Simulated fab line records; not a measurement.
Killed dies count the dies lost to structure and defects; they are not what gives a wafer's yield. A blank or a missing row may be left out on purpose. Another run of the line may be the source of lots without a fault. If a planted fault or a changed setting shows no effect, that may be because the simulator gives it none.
Which of the tools did it? + flow n5 finfet + Sampling: 9 lots, 27 wafers, 4 of 1938 route steps

## WHAT EACH GAUGE READ, for each wafer
N5_BEOL_M0_CUTY_CD_MEAS_57: target cd 200 nm.
| lot  | measured     | on        | cd nm (nm)        |
|------|--------------|-----------|-------------------|
| L440 | day 6 16:17  | cd sem-01 | 199.7 200.6 199.7 |
| L441 | day 6 17:03  | cd sem-01 | 201.4 200.7 202.1 |
| L447 | day 7 11:08  | cd sem-02 | 198.1 199.3 197.8 |
| L448 | day 7 23:31  | cd sem-01 | 200.5 199.6 201.6 |
| L449 | day 8 00:10  | cd sem-01 | 199.3 200.7 199.2 |
| L456 | day 9 18:58  | cd sem-03 | 156.1 200.9 201.0 |
| L458 | day 10 05:26 | cd sem-01 | 201.6 200.8 155.4 |
| L460 | day 10 19:57 | cd sem-01 | 198.2 200.5 201.1 |
| L463 | day 11 19:19 | cd sem-02 | 198.7 199.5 198.9 |

## WHAT TOOL EACH LOT RAN ON (gives the tool, then ch and the chambers of the sampled wafers, and finally the start)
| lot  | N5_BEOL_M0_SAQP_ETCH_106           | N5_BEOL_M0_SAQP_ETCH_49            | N5_BEOL_M0_CUTY_EXPOSE_54          |
|------|------------------------------------|------------------------------------|------------------------------------|
| L440 | rie diel-04 ch 2,3, day 6 12:08    | rie diel-03 ch 0,1,2, day 6 15:55  | arfi scanner-03 ch 0, day 6 16:10  |
| L441 | rie diel-03 ch 1,2, day 6 12:59    | rie diel-02 ch 1,2,3, day 6 16:34  | arfi scanner-03 ch 0, day 6 16:56  |
| L447 | rie diel-04 ch 0,1,2, day 7 06:54  | rie diel-03 ch 0,2,3, day 7 10:38  | arfi scanner-01 ch 0, day 7 11:01  |
| L448 | rie diel-04 ch 2,3, day 7 20:34    | rie diel-02 ch 0,1,3, day 7 23:08  | arfi scanner-01 ch 0, day 7 23:23  |
| L449 | rie diel-03 ch 0,2, day 7 20:47    | rie diel-04 ch 1,2,3, day 7 23:40  | arfi scanner-02 ch 0, day 8 00:02  |
| L456 | rie diel-03 ch 0,1,3, day 9 16:11  | rie diel-02 ch 0,2,3, day 9 18:28  | arfi scanner-01 ch 0, day 9 18:50  |
| L458 | rie diel-03 ch 1,2,3, day 10 02:22 | rie diel-03 ch 0,2, day 10 04:56   | arfi scanner-01 ch 0, day 10 05:19 |
| L460 | rie diel-02 ch 0,1,3, day 10 15:58 | rie diel-04 ch 0,2,3, day 10 19:28 | arfi scanner-02 ch 0, day 10 19:50 |
| L463 | rie diel-02 ch 0,2,3, day 11 16:22 | rie diel-04 ch 0,1, day 11 18:49   | arfi scanner-02 ch 0, day 11 19:11 |
- N5_BEOL_M0_SAQP_ETCH_106: etches SOC in N2/H2, stops on SiNx, target depth 150 nm.
- N5_BEOL_M0_SAQP_ETCH_49: etches SiO2 in CF4/O2, target depth 37 nm.
- N5_BEOL_M0_CUTY_EXPOSE_54: exposes mask M0 ABLK.

## THE ANSWER, worked out from the rows above alone
Rule: the usual values come from the lots themselves. Put in order of their means at a reading, lots are off if they are a third of the lots or fewer, leave a main group of 4 or more, and stand apart from it by a gap of 3 or more times the standard deviation of the main group's means; of several such gaps the widest counts. If all means in a main group match to the digits the tables above print for the reading, that group is not used. Also off: a lot with no number at a reading for which 4 or more lots have one. The other lots that the step has rows for count as sound.
Off: L456, L458, at N5_BEOL_M0_CUTY_CD_MEAS_57 (cd nm). The main group has a mean of 199.9 nm with a standard deviation of 0.9.
A tool fits if, at a process step before that reading, it ran every lot that is off, and no sound lot after the first of them. The gauges at N5_BEOL_M0_CUTY_CD_MEAS_57 are tried like those tools. This does not decide it: 2 tools fit, namely rie diel-03 at N5_BEOL_M0_SAQP_ETCH_106 and arfi scanner-01 at N5_BEOL_M0_CUTY_EXPOSE_54.

## WHAT WAS PUT IN BY THE SIMULATOR
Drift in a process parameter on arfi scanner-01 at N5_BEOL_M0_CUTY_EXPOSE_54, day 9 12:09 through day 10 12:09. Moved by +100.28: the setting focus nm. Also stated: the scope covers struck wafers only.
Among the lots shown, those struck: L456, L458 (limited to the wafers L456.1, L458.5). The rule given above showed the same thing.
